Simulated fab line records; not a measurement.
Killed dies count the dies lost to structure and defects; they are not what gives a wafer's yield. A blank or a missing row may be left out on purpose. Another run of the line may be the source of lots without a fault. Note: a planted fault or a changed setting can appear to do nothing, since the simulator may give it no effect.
Matching of chambers | flow nand_harc | 4 sister chambers for NHARC_A_BLC_ALD_23 on ald_metal-04
The step deposits TiN, target thk 3 nm, pulse time 1 s, ald cycles 150. 14 wafers are shown with their chamber, then 6 later ones without.

== WAFERS WITH THEIR CHAMBER ==
wafer  | chamber | heater_power_w (W) | precursor_pulse_height_rel
L460.1 | 3       | 1041               | 1.008
L460.4 | 0       | 1232               | 0.994
L460.5 | 2       | 1020               | 1.010
L469.3 | 3       | 986                | 0.993
L469.4 | 1       | 971                | 1.042
L468.3 | 1       | 971                | 0.973
L468.5 | 0       | 1173               | 1.000
L468.6 | 3       | 1010               | 1.004
L476.1 | 2       | 1044               | 0.989
L476.5 | 1       | 957                | 1.004
L476.6 | 2       | 1047               | 1.010
L478.3 | 3       | 1019               | 0.998
L478.4 | 0       | 1238               | 0.991
L478.6 | 3       | 1026               | 0.997

SIGNATURES (means of the wafers above)
reading                    | chamber 0 | chamber 1 | chamber 2 | chamber 3 | scatter within a chamber
heater_power_w             | 1214.33   | 966.33    | 1037.00   | 1016.40   | 22
precursor_pulse_height_rel | 0.99500   | 1.00633   | 1.00300   | 1.00000   | 0.0169
Rule: a wafer's distance from a chamber is the root of the sum, over the readings, of the square of ((its reading less the chamber's mean) divided by the reading's scatter). The wafer belongs to the nearest chamber; if the next one is less than 2 further off, it can't be placed. The scatter is the square root of a quotient: the sum, over the shown wafers, of each reading's squared deviation from its chamber's mean, divided by wafers minus chambers.

== WAFERS WITH NO CHAMBER GIVEN ==
wafer  | heater_power_w (W) | precursor_pulse_height_rel
L480.2 | 1030               | 1.012
L480.4 | 1217               | 1.026
L480.5 | 1193               | 1.005
L481.1 | 1053               | 0.989
L481.3 | 1026               | 1.002
L481.6 | 1229               | 0.997

== EACH ONE'S CHAMBER ==
wafer  | from the rows above     | in truth
L480.2 | can't be placed: 2 or 3 | 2
L480.4 | 0                       | 0
L480.5 | 0                       | 0
L481.1 | can't be placed: 2 or 3 | 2
L481.3 | can't be placed: 3 or 2 | 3
L481.6 | 0                       | 0
3 of 6 placed correctly. Cannot be placed on the basis of these rows: 3; the candidates contain the true chamber in 3. Number placed wrongly: 0.
